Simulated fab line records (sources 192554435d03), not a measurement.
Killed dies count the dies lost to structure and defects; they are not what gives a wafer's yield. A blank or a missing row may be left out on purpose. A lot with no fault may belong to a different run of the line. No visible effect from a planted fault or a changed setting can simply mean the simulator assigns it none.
fab line records    flow n5-finfet
[record] lots = 10  wafers = 30  last-day = 17
route steps=1938 shown BEOL_M4@1046
lots untouched by any fault: they come from a run of this same line in which no faults occurred
start-h: hours from the record's opening day to when the first of the lot's shown wafers began    wait-h: time in hours since the lot's previous step    " as in the row above    L1.1+2: one row covering several wafers at once    - no value, or no start was given    * or withheld: withheld    < > ~ a bound
route shown NAME@n: a module of which the file shows steps, and the number in the route of the first    usual: mean/standard deviation of fault-free wafers    same: alike in all rows    chamber/n: place in a boat    sites: the reading at each site    _std_site: the standard deviation of these    _edge_site: mean of outer sites minus mean of inner sites    radius-mm: for every site, how far away it sits from the centre of the wafer    mask NAME#n: copy n    behind: the last tool/chamber to shape the wafer    hold: cause of the lot's hold/its duration in hours/its outcome    device: transistor that didn't switch, given as n, p or np    end of line: the route-end tests of the same wafers    a step with no rows: only its recipe    killed: dies lost to structure and defects at the first sort, not the wafer's yield    map: shows each die of a wafer: x if killed, . if not, _ if none is there
set.NAME: the setting that was run; set.NAME@STEP: the one run at that earlier step    model.NAME: the simulator's own value behind a step, which no gauge read
steps of the route over a sample of lots; a table a step, a row a wafer
services: the hour from which a tool's chamber was out of use, counted from the record's first day as start-h (under 0 if before that day), plus the number of hours and why
[[steps]]
[step N5_BEOL_M4_CD_MEAS_18]
[recipe] pitch-nm = 36  target-cd-nm = 18
[usual] cd-nm = 18.1/0.37
lot.wafer  tool       chamber  start-h  wait-h  cd-nm
L819.1     cd-sem-01  -        160.50   0.1     18.0
L819.2     "          -        "        "       18.1
L819.4     "          -        "        "       18.5
L820.1     cd-sem-03  -        175.10   0.0     18.2
L820.3     "          -        "        "       18.2
L820.5     "          -        "        "       18.3
L829.2     cd-sem-02  -        230.71   0.1     17.9
L829.3     "          -        "        "       18.6
L829.6     "          -        "        "       18.3
L830.3     cd-sem-01  -        233.11   0.1     18.0
L830.4     "          -        "        "       17.7
L830.6     "          -        "        "       17.8
L831.1     cd-sem-01  -        233.31   0.0     18.3
L831.2     "          -        "        "       17.6
L831.5     "          -        "        "       17.4
L832.3     cd-sem-02  -        240.77   0.1     18.1
L832.4     "          -        "        "       18.6
L832.6     "          -        "        "       18.3
L836.1     cd-sem-02  -        261.17   0.0     17.7
L836.2     "          -        "        "       18.2
L836.5     "          -        "        "       18.5
L835.1     cd-sem-01  -        262.53   0.0     18.1
L835.4     "          -        "        "       18.3
L835.5     "          -        "        "       17.8
L840.1     cd-sem-01  -        287.94   0.0     17.5
L840.4     "          -        "        "       18.1
L840.5     "          -        "        "       17.9
L841.2     cd-sem-02  -        288.11   0.1     17.6
L841.4     "          -        "        "       18.1
L841.5     "          -        "        "       17.7
[step N5_BEOL_M4_CD_MEAS_28]
[recipe] target-cd-nm = 26.2  landing-energy-ev = 500  detector = se-inlens  target-cd-y-nm = 24.1  polarity = opening
[usual] cd-nm = 26.18/0.22
lot.wafer  tool       chamber  start-h  wait-h  cd-nm
L819.1     cd-sem-01  0        160.82   -       26.04
L819.2     "          0        "        "       26.32
L819.4     "          0        "        "       25.88
L820.1     cd-sem-02  0        175.43   -       26.36
L820.3     "          0        "        "       25.72
L820.5     "          0        "        "       26.17
L829.2     cd-sem-02  0        231.15   -       26.40
L829.3     "          0        "        "       26.46
L829.6     "          0        "        "       26.46
L830.3     cd-sem-02  0        233.43   -       26.00
L830.4     "          0        "        "       26.16
L830.6     "          0        "        "       26.13
L831.1     cd-sem-01  0        233.75   -       26.17
L831.2     "          0        "        "       25.88
L831.5     "          0        "        "       26.26
L832.3     cd-sem-02  0        241.22   -       26.51
L832.4     "          0        "        "       26.24
L832.6     "          0        "        "       26.57
L836.1     cd-sem-02  0        261.49   -       26.14
L836.2     "          0        "        "       26.27
L836.5     "          0        "        "       25.92
L835.1     cd-sem-01  0        262.98   -       26.44
L835.4     "          0        "        "       26.41
L835.5     "          0        "        "       26.17
L840.1     cd-sem-02  0        288.26   -       26.17
L840.4     "          0        "        "       26.59
L840.5     "          0        "        "       26.58
L841.2     cd-sem-01  0        288.43   -       25.84
L841.4     "          0        "        "       26.06
L841.5     "          0        "        "       26.01
[step N5_BEOL_M4_ETCH_70]
[recipe] chemistry = N2/H2  target = SOC  target-depth-a = 800  overetch-a = 240  mask-material = SiARC  temp-c = 40  time-s = 130  ion-energy-ev = 200  pressure-mtorr = 30  source-w = 840  bias-w = 150  n2-flow-sccm = 200  h2-flow-sccm = 200
[usual] drypump-motor-current-A = 5.6/0.5  h2-flow-sccm = 200.0/0.61  oes-product-au = 0.59/0.06  rf-vpp-V = 523.6/2.6  showerhead-plenum-p-Torr = 2.54/0.091  throttle-valve-pct = 17.8/0.32
lot.wafer  tool         chamber  start-h  wait-h  drypump-motor-current-A  h2-flow-sccm  oes-product-au  rf-hours-counter-h  rf-vpp-V  showerhead-plenum-p-Torr  throttle-valve-pct
L819.1     rie-diel-02  1        165.08   0.0     6.3                      199.2         0.58            143                 521.3     2.45                      17.6
L819.2     "            0        "        "       5.5                      200.1         0.66            32                  527.7     2.71                      17.8
L819.4     "            0        "        "       5.6                      200.4         0.66            -                   527.7     2.71                      17.8
L820.1     rie-diel-06  3        176.16   0.0     5.6                      200.4         0.59            90                  521.7     2.47                      17.9
L820.3     "            1        "        "       6.3                      199.7         0.68            17                  522.6     2.48                      17.4
L820.5     "            3        "        "       5.6                      199.9         0.58            -                   522.5     2.47                      17.9
L829.2     rie-diel-06  1        233.11   0.0     6.3                      219.8         0.66            32                  521.8     2.54                      18.0
L829.3     "            0        "        "       5.7                      219.9         0.61            73                  526.2     2.75                      18.2
L829.6     "            3        "        "       5.6                      219.4         0.57            -                   521.9     2.52                      18.6
L830.3     rie-diel-06  0        236.11   0.0     5.7                      220.2         0.60            75                  528.1     2.75                      18.2
L830.4     "            3        "        "       5.6                      219.4         0.58            108                 522.0     2.52                      18.5
L830.6     "            0        "        "       5.7                      220.0         0.61            -                   526.7     2.75                      18.2
L831.1     rie-diel-02  0        236.22   0.0     5.5                      199.5         0.62            60                  528.3     2.69                      17.8
L831.2     "            3        "        "       6.1                      199.8         0.66            26                  522.3     2.47                      17.6
L831.5     "            0        "        "       5.5                      201.5         0.62            -                   529.7     2.69                      17.8
L832.3     rie-diel-01  0        242.02   0.0     4.7                      200.1         0.53            227                 523.6     2.52                      17.8
L832.4     "            2        "        "       6.2                      200.2         0.66            29                  525.9     2.59                      17.6
L832.6     "            1        "        "       5.0                      200.9         0.53            -                   521.6     2.44                      18.4
L836.1     rie-diel-01  2        263.90   0.0     6.2                      199.9         0.65            39                  525.9     2.58                      17.7
L836.2     "            1        "        "       5.0                      199.8         0.52            211                 521.9     2.43                      18.4
L836.5     "            2        "        "       6.2                      200.7         0.65            -                   524.9     2.58                      17.7
L835.1     rie-diel-01  2        264.66   0.0     6.2                      200.1         0.64            40                  525.0     2.58                      17.7
L835.4     "            2        "        "       6.2                      199.4         0.65            -                   525.6     2.58                      17.7
L835.5     "            0        "        "       4.7                      200.0         0.51            -                   521.9     2.52                      17.8
L840.1     rie-diel-01  3        290.69   0.0     5.4                      199.2         0.61            67                  521.5     2.45                      17.6
L840.4     "            0        "        "       4.7                      199.6         0.52            245                 523.9     2.51                      17.8
L840.5     "            0        "        "       4.7                      199.7         0.51            -                   523.4     2.51                      17.8
L841.2     rie-diel-01  3        310.01   0.0     5.3                      200.6         0.62            74                  521.6     2.45                      17.6
L841.4     "            1        "        "       5.0                      200.6         0.51            -                   518.8     2.42                      18.5
L841.5     "            2        "        "       6.2                      199.4         0.63            -                   524.3     2.58                      17.7
[step N5_BEOL_M4_OCD_MEAS_38]
[usual] trench-depth-nm = 56.0/1.3
lot.wafer  tool    chamber  start-h  wait-h  trench-depth-nm
L819.1     ocd-02  -        165.44   -       56.3
L819.2     "       -        "        "       57.4
L819.4     "       -        "        "       57.5
L820.1     ocd-02  -        176.52   -       57.9
L820.3     "       -        "        "       57.6
L820.5     "       -        "        "       57.2
L829.2     ocd-01  -        233.47   -       57.8
L829.3     "       -        "        "       57.4
L829.6     "       -        "        "       57.2
L830.3     ocd-01  -        236.47   -       56.9
L830.4     "       -        "        "       58.0
L830.6     "       -        "        "       56.5
L831.1     ocd-01  -        236.58   -       56.6
L831.2     "       -        "        "       55.9
L831.5     "       -        "        "       56.8
L832.3     ocd-01  -        242.38   -       54.1
L832.4     "       -        "        "       55.4
L832.6     "       -        "        "       54.7
L836.1     ocd-02  -        264.26   -       55.3
L836.2     "       -        "        "       55.0
L836.5     "       -        "        "       54.4
L835.1     ocd-02  -        265.02   -       55.3
L835.4     "       -        "        "       54.9
L835.5     "       -        "        "       54.8
L840.1     ocd-01  -        291.05   -       55.9
L840.4     "       -        "        "       54.6
L840.5     "       -        "        "       54.7
L841.2     ocd-02  -        310.37   -       54.5
L841.4     "       -        "        "       55.6
L841.5     "       -        "        "       54.6
[step N5_BEOL_M4_RC_MEAS_101]
[usual] DIBL_N = 36.8/1.5  DIBL_P = 37.1/2.1  IOFF_N = 0.168/0.03  IOFF_P = 0.22/0.034  ION_N = 679/12  ION_P = 466/8  SS_N = 71.7/0.58  SS_P = 73.5/0.67  VT_N = 248.8/2.7  VT_P = -250/3.3
lot.wafer  tool       chamber  start-h  wait-h  DIBL_N[mV/V]  DIBL_P[mV/V]  IOFF_N[nA/um]  IOFF_P[nA/um]  ION_N[uA/um]  ION_P[uA/um]  SS_N[mV/dec]  SS_P[mV/dec]  VT_N[mV]  VT_P[mV]
L819.1     prober-01  0        170.64   0.0     37.6          39.4          0.203          0.29           694           475           71.2          74.3          245.8     -247
L819.2     "          0        "        "       37.3          37.8          0.181          0.25           679           466           71.3          73.5          249.1     -248
L819.4     "          0        "        "       38.0          39.2          0.197          0.28           679           470           71.7          74.9          247.4     -246
L820.1     prober-01  0        181.48   0.0     37.0          36.1          0.146          0.19           678           461           71.5          73.5          249.8     -253
L820.3     "          0        "        "       36.9          36.0          0.146          0.20           675           462           70.6          72.9          247.4     -249
L820.5     "          0        "        "       37.1          36.1          0.148          0.20           672           461           70.9          73.4          248.0     -250
L829.2     prober-01  0        237.39   0.2     35.2          34.7          0.149          0.19           680           466           71.2          73.7          248.8     -253
L829.3     "          0        "        "       34.9          33.7          0.131          0.18           663           459           71.7          73.0          252.6     -254
L829.6     "          0        "        "       33.5          31.6          0.115          0.15           658           449           71.1          72.5          254.1     -255
L830.3     prober-02  0        240.63   0.3     37.1          39.3          0.176          0.24           677           463           72.4          73.6          250.6     -246
L830.4     "          0        "        "       36.8          40.2          0.175          0.27           670           463           72.5          74.6          249.6     -246
L830.6     "          0        "        "       37.4          40.5          0.181          0.27           674           466           72.5          74.3          247.8     -246
L831.1     prober-02  0        242.12   0.0     34.3          32.5          0.132          0.19           662           465           70.9          73.3          250.2     -251
L831.2     "          0        "        "       36.4          34.9          0.166          0.22           676           470           71.2          73.4          247.7     -250
L831.5     "          0        "        "       35.6          34.2          0.152          0.21           670           461           71.0          74.0          249.4     -250
L832.3     prober-02  0        246.82   0.3     41.2          40.8          0.240          0.32           677           468           72.2          76.2          245.5     -248
L832.4     "          0        "        "       36.5          34.4          0.138          0.21           662           464           71.1          73.5          253.0     -251
L832.6     "          0        "        "       35.5          32.9          0.124          0.18           657           455           71.1          72.4          253.3     -249
L836.1     prober-01  0        268.45   0.0     38.4          38.2          0.189          0.24           696           480           72.0          73.4          246.2     -250
L836.2     "          0        "        "       37.9          37.6          0.169          0.24           677           464           71.6          73.5          245.0     -249
L836.5     "          0        "        "       37.8          38.1          0.193          0.25           708           484           72.4          74.2          243.7     -245
L835.1     prober-01  0        269.38   0.0     35.7          36.8          0.139          0.22           681           472           71.1          73.4          252.4     -251
L835.4     "          0        "        "       33.8          33.9          0.118          0.17           674           468           70.9          72.4          253.6     -252
L835.5     "          0        "        "       37.9          39.5          0.169          0.27           676           471           71.7          73.9          244.6     -246
L840.1     prober-02  0        296.59   0.0     33.4          33.0          0.126          0.19           679           469           71.3          72.9          252.8     -251
L840.4     "          0        "        "       34.7          34.8          0.147          0.22           681           472           71.5          73.4          252.4     -247
L840.5     "          0        "        "       36.5          36.2          0.164          0.26           678           474           72.4          73.0          248.7     -246
L841.2     prober-01  0        314.67   0.2     37.7          38.6          0.167          0.25           676           467           71.3          73.1          249.5     -246
L841.4     "          0        "        "       38.0          37.2          0.171          0.22           680           469           71.0          72.6          249.2     -248
L841.5     "          0        "        "       35.4          34.7          0.135          0.18           667           455           71.3          72.9          252.4     -251
[[services]]
tool         chamber  start-h  hours  kind
rie-diel-01  2        147.45   -      clean
rie-diel-01  2        147.45   -      consumable-replace:focus-ring
rie-diel-01  2        147.45   14.8   scheduled-down
rie-diel-01  2        147.45   14.8   vent-cycle
rie-diel-02  3        148.32   -      clean
rie-diel-02  3        148.32   -      consumable-replace:focus-ring
rie-diel-02  3        148.32   21.2   scheduled-down
rie-diel-02  3        148.32   21.2   vent-cycle
rie-diel-01  -        148.96   0.1    repair
rie-diel-02  1        158.46   5.5    repair
rie-diel-06  -        215.62   15.6   pm
rie-diel-02  2        235.45   2.4    repair
rie-diel-01  3        246.14   18.9   repair
rie-diel-01  2        299.37   5.1    repair
rie-diel-01  0        304.44   -      clean
rie-diel-01  0        304.44   -      consumable-replace:focus-ring
rie-diel-01  0        304.44   18.2   scheduled-down
rie-diel-01  0        304.44   18.2   vent-cycle
[[key]]
[first-sign] step = N5_BEOL_M4_ETCH_70  reading = h2-flow-sccm  direction = up  sigmas = 32  usual = 200.0  struck = 219.8
[effect] step = N5_BEOL_M4_ETCH_70  reading = throttle-valve-pct  direction = up  sigmas = 1.4  usual = *  struck = *
met-at N5_BEOL_M4_ETCH_70
struck-lots L829,L830
not-acting-at N5_BEOL_M4_CD_MEAS_18,N5_BEOL_M4_CD_MEAS_28,N5_BEOL_M4_OCD_MEAS_38
onset-between 176.16 233.11
[fault] kind = process-parameter-drift  tool = rie-diel-06  chamber = -  onset-h = 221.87  steps = N5_BEOL_M4_ETCH_70  channel = h2-flow-sccm  offset = 20  shape = step  end-h = 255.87  acts-in = these-recipes-only  stated = 200
